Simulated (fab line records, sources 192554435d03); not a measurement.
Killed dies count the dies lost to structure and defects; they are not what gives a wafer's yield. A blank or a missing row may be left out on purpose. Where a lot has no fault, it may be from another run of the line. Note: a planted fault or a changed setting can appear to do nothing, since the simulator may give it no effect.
3 desks, one fault -- flow n5Finfet -- numbers are kept per desk, each desk with only its own; the story behind them comes last

== METROLOGY DESK ==
What the gauges read for every lot (on any tool): the sampled wafers with a number, averaged. If a lot's mean is further than 4 standard deviations from the usual mean, the lot is out of limits and carries the mark OUT (the distance appears in the brackets).
Columns: A = M4_RS at N5_BEOL_M4_RS_MEAS_58, usual 0.67 ohm/sq; B = M5_ILD_THK at N5_BEOL_M5_THK_MEAS_01, usual 120.2 nm; C = cdNm at N5_BEOL_M5_CD_MEAS_11, usual 28.03 nm; D = M5_OVL at N5_BEOL_M5_OVL_MEAS_12, usual -0.3 nm
lot,first seen here,A,B,C,D
L588,day 10 11:55,0.63,121.9,28.16,0.4
L590,day 10 15:02,0.67,119.8,27.90,-1.0
L593,day 11 14:30,0.68,117.3,27.82,-0.1
L600,day 13 01:00,0.70,119.3,27.96,-0.3
L602,day 13 22:40,0.69,120.1,27.98,-0.1
Result from this desk: across the 5 lots, nothing is out of limits.

== THE DEFECT DESK ==
What the inspections along the route counted, lot by lot: means of the sampled wafers that have a number. If a lot's mean is further than 4 standard deviations from the usual mean, the lot is out of limits and carries the mark OUT (the distance appears in the brackets).
Columns: A = rawDefectCount at N5_BEOL_M4_INSPECT_59, usual 70; B = rawDefectCount at N5_BEOL_M5_INSPECT_13, usual 379
lot,first seen here,A,B
L588,day 10 11:56,55,430
L590,day 10 15:04,51,328
L593,day 11 14:31,75,345
L600,day 13 01:01,74,326
L602,day 13 22:41,46,259
Result from this desk: across the 5 lots, nothing is out of limits.

== DESK OF THE TOOL OWNER: lithoTrack-05 ==
The tool's own readings at N5_BEOL_M5_COAT_60 (time 60 s, resist thk 12 nm): means of the sampled wafers that have a number, for each lot that ran on this tool. If a lot's mean is further than 4 standard deviations from the usual mean, the lot is out of limits and carries the mark OUT (the distance appears in the brackets).
Columns: A = spinSpeedRpm at N5_BEOL_M5_COAT_60, usual 1500.1 rpm
lot,first seen here,A
L593,day 11 16:19,1500.8
L600,day 13 04:52,1403.8 (-99 or more) OUT
Finding of this desk: L600 out of limits; the first was L600 at day 13 04:52, on spinSpeedRpm at N5_BEOL_M5_COAT_60. In limits: L593.

== PUT TOGETHER ==
An alarm could have come from the tool owner's desk at day 13 04:52, on L600.
Nothing out of limits was seen by the metrology desk.
No out-of-limits result turned up at the defect desk.
The metrology desk has L600 on record, within its limits.
The defect desk has L600 on record, within its limits.
On lithoTrack-05, each named lot ran N5_BEOL_M5_COAT_60.

== WHAT WAS PUT IN BY THE SIMULATOR ==
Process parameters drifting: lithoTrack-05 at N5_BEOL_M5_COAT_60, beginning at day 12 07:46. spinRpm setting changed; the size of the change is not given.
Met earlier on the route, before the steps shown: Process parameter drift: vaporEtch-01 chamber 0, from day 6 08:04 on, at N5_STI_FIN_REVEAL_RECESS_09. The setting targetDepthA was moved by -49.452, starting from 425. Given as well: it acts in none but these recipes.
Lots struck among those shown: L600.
Each desk's first reading out of limits, in hours after the fault started: the tool owner's desk, 21.
